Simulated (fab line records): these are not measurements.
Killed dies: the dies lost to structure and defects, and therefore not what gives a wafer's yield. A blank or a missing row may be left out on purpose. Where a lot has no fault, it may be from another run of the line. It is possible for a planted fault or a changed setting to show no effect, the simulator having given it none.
fab line records | flow nandHarc
record lots=6 wafers=18 lastDay=33
route steps=1302 shown P_STI@86
lots that met no fault: taken from a fault-free run of the same line
startH: hours from the record's opening day to when the first of the lot's shown wafers began | waitH: hours elapsed since this lot's preceding step | " as in the row above | L1.1+2: one row covering several wafers at once | - either no value or no given start | * or withheld: withheld | < > ~ a bound
route shown NAME@n: names a module that has steps shown in the file, with the first one's number in the route | usual: the fault-free wafers' mean and standard deviation | same: alike in all rows | chamber/n: place in a boat | sites: per-site readings | _std_site: standard deviation of those values | _edge_site: the outer-site mean with the inner-site mean subtracted | radiusMm: how far each site lies from the wafer's centre | mask NAME#n: copy n | behind: tool/chamber where the wafer was last shaped | hold: why the lot went on hold/how many hours it stayed there/how the hold came to an end | device: the n, p or np transistor that did not switch | end of line: tests run on the same wafers once the route is complete | a step without rows: its recipe alone | killed: dies lost to structure and defects at the first sort, not the wafer's yield | map: the dies of a wafer, with x for killed, . for not killed, _ for no die there
set.NAME: the setting that was run; set.NAME@STEP: the one run at that earlier step | model.NAME: the simulator's own value behind a step, which no gauge read
lots at some steps of the route; a table a step, a row a wafer
services: from which hour (startH, from the record's first day; less than 0 if before it) a tool's chamber was out of use, for how many hours, and why
## steps
# step NHARC_P_STI_HARDBAKE_13
# recipe tempC=118 timeS=65
# step NHARC_P_STI_DESCUM_14
# recipe timeS=3 o2FlowSccm=200 arFlowSccm=0 biasPowerW=0 chemistry=O2
# usual drypumpMotorCurrentA=5.7/0.51 oesProductAu=1.001/0.0096 rfVppV=57.8/0.9 showerheadPlenumPTorr=1.92/0.09 throttleValvePct=11.311/0.01
# columns lot.wafer tool chamber startH waitH drypumpMotorCurrentA oesProductAu rfHoursCounterH rfVppV showerheadPlenumPTorr throttleValvePct
L312.3 rieDiel-13 1 65.37 - 6.4 1.016 5 57.4 1.95 11.326
L312.1 " 2 " " 5.4 0.994 5 57.1 1.78 11.308
L312.5 " 0 " " 5.4 1.015 - 56.6 1.86 11.290
L319.3 rieDiel-11 1 137.16 - 5.5 1.001 5 57.3 1.79 11.316
L319.4 " 2 " " 4.8 1.006 5 57.6 1.93 11.318
L319.6 " 2 " " 4.8 1.007 - 56.8 1.93 11.319
L320.1 rieDiel-11 1 146.71 - 5.5 1.004 7 57.3 1.79 11.315
L320.2 " 0 " " 5.4 1.018 6 56.3 1.96 11.305
L320.6 " 1 " " 5.5 1.003 - 57.3 1.79 11.303
L322.2 rieDiel-11 0 165.03 - 5.4 1.002 9 58.2 1.96 11.315
L322.5 " 0 " " 5.4 1.006 - 58.7 1.96 11.309
L322.6 " 1 " " 5.5 0.990 - 57.0 1.79 11.320
L324.3 rieDiel-13 0 182.54 - 5.4 1.011 0 56.8 1.86 11.322
L324.2 " 1 " " 6.3 0.995 1 57.6 1.95 11.320
L324.6 " 0 " " 5.4 1.012 - 56.9 1.86 11.314
L333.1 rieDiel-13 0 272.46 - 5.4 1.022 5 56.1 1.86 11.318
L333.3 " 2 " " 5.4 0.998 5 57.0 1.78 11.295
L333.5 " 0 " " 5.4 1.017 - 58.8 1.86 11.291
# step NHARC_P_STI_ETCH_42
# recipe targetDepthA=800 overetchA=240 timeS=61 ionEnergyEv=200 n2FlowSccm=150 h2FlowSccm=150 arFlowSccm=0 rfW=400 biasW=150 chemistry=N2/H2
# usual drypumpMotorCurrentA=5.8/0.5 oesProductAu=1.001/0.0097 rfVppV=430.7/2.8 showerheadPlenumPTorr=2.05/0.1 throttleValvePct=14.171/0.0085
# columns lot.wafer tool chamber startH waitH drypumpMotorCurrentA oesProductAu rfHoursCounterH rfVppV showerheadPlenumPTorr throttleValvePct
L312.1 rieDiel-13 1 65.44 0.1 6.3 1.001 5 431.7 2.08 14.184
L312.3 " 3 " " 6.3 1.011 3 434.3 2.17 14.177
L312.5 " 2 " " 5.4 0.992 - 426.0 1.89 14.186
L319.4 rieDiel-11 3 137.24 0.1 6.4 0.994 1 428.5 1.99 14.168
L319.3 " 1 " " 5.5 1.003 5 426.4 1.91 14.159
L319.6 " 0 " " 5.4 1.024 - 431.8 2.09 14.170
L320.2 rieDiel-11 0 146.80 0.1 5.4 1.017 6 432.8 2.09 14.176
L320.1 " 2 " " 4.8 1.006 7 431.4 2.06 14.177
L320.6 " 1 " " 5.5 1.004 - 427.8 1.91 14.187
L322.2 rieDiel-11 0 165.12 0.1 5.4 0.995 9 432.7 2.09 14.181
L322.6 " 0 " " 5.3 1.011 - 432.6 2.09 14.162
L322.5 " 1 " " 5.5 1.002 - 426.0 1.91 14.181
L324.2 rieDiel-13 3 182.62 0.1 6.3 0.999 0 433.7 2.17 14.167
L324.3 " 0 " " 5.4 1.009 0 429.6 1.98 14.189
L324.6 " 3 " " 6.3 1.003 - 435.0 2.17 14.185
L333.1 rieDiel-13 0 272.55 0.1 5.4 1.011 5 430.0 1.98 14.180
L333.3 " 3 " " 6.3 0.986 5 434.0 2.17 14.185
L333.5 " 0 " " 5.4 1.010 - 429.3 1.98 14.172
# step NHARC_P_STI_ETCH_31
# recipe targetDepthA=1089 timeS=54.5 cf4FlowSccm=100 chf3FlowSccm=30 arFlowSccm=0 rfW=500 biasW=200 chemistry=CF4/CHF3
# usual chf3FlowSccm=29.99/0.083 drypumpMotorCurrentA=5.7/0.51 oesProductAu=0.962/0.017 rfVppV=370.7/2.5 showerheadPlenumPTorr=1.58/0.07 throttleValvePct=16.801/0.0095
# columns lot.wafer tool chamber startH waitH chf3FlowSccm drypumpMotorCurrentA oesProductAu rfHoursCounterH rfVppV showerheadPlenumPTorr throttleValvePct
L312.3 rieDiel-13 0 - - 30.06 5.4 0.977 6 368.7 1.53 16.796
L312.1 " 2 " " 29.98 5.5 0.965 5 367.5 1.47 16.811
L312.5 " 0 " " 30.06 5.4 0.977 - 368.3 1.53 16.813
L319.3 rieDiel-11 3 - - 29.98 6.4 0.913 1 368.9 1.54 16.799
L319.4 " 0 " " 30.12 5.4 0.937 5 372.0 1.61 16.805
L319.6 " 2 " " 30.04 4.8 0.928 - 371.1 1.59 16.795
L320.1 rieDiel-11 1 - - 29.91 5.5 0.959 7 366.2 1.48 16.795
L320.2 " 0 " " 29.92 5.4 0.989 6 371.7 1.61 16.789
L320.6 " 1 " " 29.90 5.5 0.967 - 368.2 1.48 16.807
L322.2 rieDiel-11 0 - - 30.16 5.4 0.938 9 373.6 1.61 16.795
L322.5 " 1 " " 30.13 5.5 0.929 - 367.9 1.48 16.787
L322.6 " 2 " " 29.87 4.8 0.951 - 370.0 1.59 16.810
L324.2 rieDiel-13 1 - - 29.96 6.3 0.976 1 371.0 1.60 16.829
L324.3 " 0 " " 30.03 5.4 0.967 0 369.1 1.53 16.795
L324.6 " 2 " " 30.03 5.4 0.959 - 366.2 1.47 16.787
L333.3 rieDiel-13 1 - - 30.06 6.3 0.920 5 372.4 1.60 16.813
L333.1 " 3 " " 30.05 6.3 0.918 5 374.3 1.67 16.807
L333.5 " 1 " " 30.07 6.4 0.930 - 372.3 1.60 16.790
# step NHARC_P_STI_ETCH_15
# recipe targetDepthA=3000 taperDeg=4 timeS=100.1 hbrFlowSccm=150 cl2FlowSccm=50 rfW=400 icpW=400 biasW=100 chemistry=HBr/Cl2
# usual drypumpMotorCurrentA=5.7/0.31 mfcCl2Sccm=50.00/0.17 oesProductAu=1.001/0.0082 throttleValvePct=26.406/0.0085
# columns lot.wafer tool chamber startH waitH drypumpMotorCurrentA mfcCl2Sccm oesProductAu rfHoursCounterH throttleValvePct
L312.3 rieSi-04 3 65.66 - 5.7 50.14 1.001 0.4 26.400
L312.1 " 0 " " 5.8 50.24 0.984 0.4 26.394
L312.5 " 2 " " 5.4 49.96 1.002 - 26.390
L319.4 rieSi-06 3 137.45 - 6.3 50.33 1.002 0.4 26.403
L319.3 " 1 " " 5.3 50.30 1.007 0.4 26.414
L319.6 " 2 " " 5.8 50.10 0.993 - 26.396
L320.1 rieSi-06 2 147.00 - 5.7 50.51 0.997 0.5 26.399
L320.2 " 0 " " 5.7 49.84 1.000 0.5 26.404
L320.6 " 1 " " 5.3 50.05 0.995 - 26.411
L322.2 rieSi-06 3 165.32 - 6.3 49.97 1.003 0.6 26.410
L322.5 " 2 " " 5.7 49.97 1.006 - 26.391
L322.6 " 3 " " 6.3 49.95 1.004 - 26.422
L324.3 rieSi-06 1 182.81 - 5.3 49.88 1.008 0.8 26.396
L324.2 " 3 " " 6.3 50.06 1.003 0.7 26.416
L324.6 " 1 " " 5.3 49.91 0.994 - 26.409
L333.3 rieSi-01 3 272.74 - 5.8 49.81 0.999 0.4 26.393
L333.1 " 0 " " 5.5 49.76 0.984 0.5 26.407
L333.5 " 0 " " 5.5 49.89 0.995 - 26.396
# step NHARC_P_STI_CD_MEAS_16
# usual cdNm=199.1/2.7
# columns lot.wafer tool chamber startH waitH cdNm
L312.1 cdSem-03 - 65.79 - 204.0
L312.3 " - " " 203.9
L312.5 " - " " 199.1
L319.3 cdSem-01 - 137.60 - 202.9
L319.4 " - " " 198.1
L319.6 " - " " 203.2
L320.1 cdSem-02 - 147.15 - 199.9
L320.2 " - " " 204.1
L320.6 " - " " 200.5
L322.2 cdSem-02 - 165.47 - 197.7
L322.5 " - " " 197.5
L322.6 " - " " 201.5
L324.2 cdSem-03 - 182.97 - 196.2
L324.3 " - " " 202.2
L324.6 " - " " 199.2
L333.1 cdSem-03 - 272.90 - 200.3
L333.3 " - " " 200.6
L333.5 " - " " 199.2
# step NHARC_P_STI_OCD_MEAS_17
# usual trenchDepthNm=301/3.6 trenchFootCdNm=157.5/2.5
# columns lot.wafer tool chamber startH waitH trenchDepthNm trenchFootCdNm
L312.1 ocd-02 - 65.88 0.1 297 161.1
L312.3 " - " " 299 162.7
L312.5 " - " " 307 154.9
L319.3 ocd-02 - 137.69 0.1 304 160.9
L319.4 " - " " 303 157.0
L319.6 " - " " 299 160.7
L320.1 ocd-02 - 147.24 0.1 299 159.0
L320.2 " - " " 301 162.3
L320.6 " - " " 300 159.8
L322.2 ocd-01 - 165.56 0.1 303 155.0
L322.5 " - " " 302 156.5
L322.6 " - " " 304 159.0
L324.2 ocd-01 - 183.06 0.1 304 155.3
L324.3 " - " " 300 159.2
L324.6 " - " " 301 158.7
L333.1 ocd-01 - 272.99 0.1 296 159.1
L333.3 " - " " 303 160.5
L333.5 " - " " 296 158.5
# step NHARC_P_STI_STRIP_19
# recipe timeS=900 tempC=130 chemistry=SPM
# step NHARC_P_STI_PRECLEAN_32
# recipe timeS=* tempC=50 bathAgeMin=0 chemistry=SC1
# step NHARC_P_STI_SRD_23
# step NHARC_P_STI_OCD_MEAS_43
# usual trenchDepthNm=301/3.6 trenchFootCdNm=157.5/2.5
# columns lot.wafer tool chamber startH waitH trenchDepthNm trenchFootCdNm
L312.1 ocd-01 - 66.39 - 297 161.1
L312.3 " - " " 300 162.9
L312.5 " - " " 307 154.8
L319.3 ocd-01 - 138.19 - 304 161.0
L319.4 " - " " 302 156.6
L319.6 " - " " 299 160.6
L320.1 ocd-01 - 147.75 - 299 159.8
L320.2 " - " " 301 161.5
L320.6 " - " " 300 160.4
L322.2 ocd-02 - 166.06 - 303 154.8
L322.5 " - " " 302 156.2
L322.6 " - " " 305 158.8
L324.2 ocd-02 - 183.57 - 304 155.8
L324.3 " - " " 301 159.3
L324.6 " - " " 302 158.3
L333.1 ocd-02 - 273.50 - 296 158.5
L333.3 " - " " 302 160.8
L333.5 " - " " 296 158.7
# step NHARC_P_STI_OXIDE_33
# recipe targetThkA=100 tempC=1000 oxTimeS=281 material=SiO2
# step NHARC_P_STI_HDPCVD_20
# recipe targetThkA=withheld sigmaOpenFrac=withheld material=SiO2
# columns lot.wafer tool chamber startH waitH
L312.1+3+5 hdpcvd-01 1,0,0 74.75 0.4
L319.3+4+6 hdpcvd-01 1,0,0 149.95 0.5
L320.2+1+6 hdpcvd-01 1,0,0 155.64 0.4
L322.2+6+5 hdpcvd-01 1,1,0 175.25 0.4
L322.2+6+5 hdpcvd-01 1,1,0 176.28 0.9
L324.2+3+6 hdpcvd-01 1,1,0 198.50 7.6
L333.1+3+5 hdpcvd-01 1,0,0 281.96 0.5
L333.1+3+5 hdpcvd-01 1,0,0 283.00 1.0
# step NHARC_P_STI_ANNEAL_34
# recipe tempC=1000 timeS=1800
## services
# columns tool chamber startH hours kind
rieDiel-13 1 41.70 5.2 repair
rieDiel-13 0 46.07 - clean
rieSi-06 0 58.91 1.9 repair
rieSi-06 - 72.00 9.0 pm
rieDiel-11 - 78.50 9.0 pm
rieDiel-11 3 90.59 21.9 repair
rieSi-04 2 96.50 6.8 repair
rieDiel-13 - 96.91 68.4 repair
rieSi-06 1 108.14 5.2 repair
rieDiel-11 3 118.73 18.2 repair
rieSi-01 0 136.69 7.2 repair
rieDiel-11 2 149.34 11.7 repair
rieSi-06 - 151.37 0.6 repair
rieSi-04 - 165.00 9.0 pm
rieSi-06 - 182.98 0.1 repair
hdpcvd-01 - 185.00 13.0 pm
rieSi-06 - 185.29 1.5 repair
rieSi-01 - 193.00 9.0 pm
rieDiel-11 2 215.92 5.0 repair
rieSi-06 0 218.80 5.1 repair
rieSi-01 2 231.27 6.6 repair
rieSi-06 - 249.00 9.0 pm
rieDiel-11 - 255.50 9.0 pm
rieSi-04 3 259.19 3.1 repair
## key
firstSign step=NHARC_P_STI_HDPCVD_20 reading=visit direction=added
effect none on later readings
metAt NHARC_P_STI_HDPCVD_20
struckWafers L322.2,L322.5,L322.6,L333.1,L333.3,L333.5
testerLeftOut L322,L333
fault kind=repeatedStepWhole tool=hdpcvd-01 chamber=- onsetH=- steps=NHARC_P_STI_HDPCVD_20 times=1 scope=struckLotsOnly
# testerLeftOut: of these lots the tester's yield and bins aren't shown, on N5 and GAA mostly nor the transistor test; their killed dies are dies lost to structure and defects alone, not to doping, threshold or leakage, so they don't give the yield
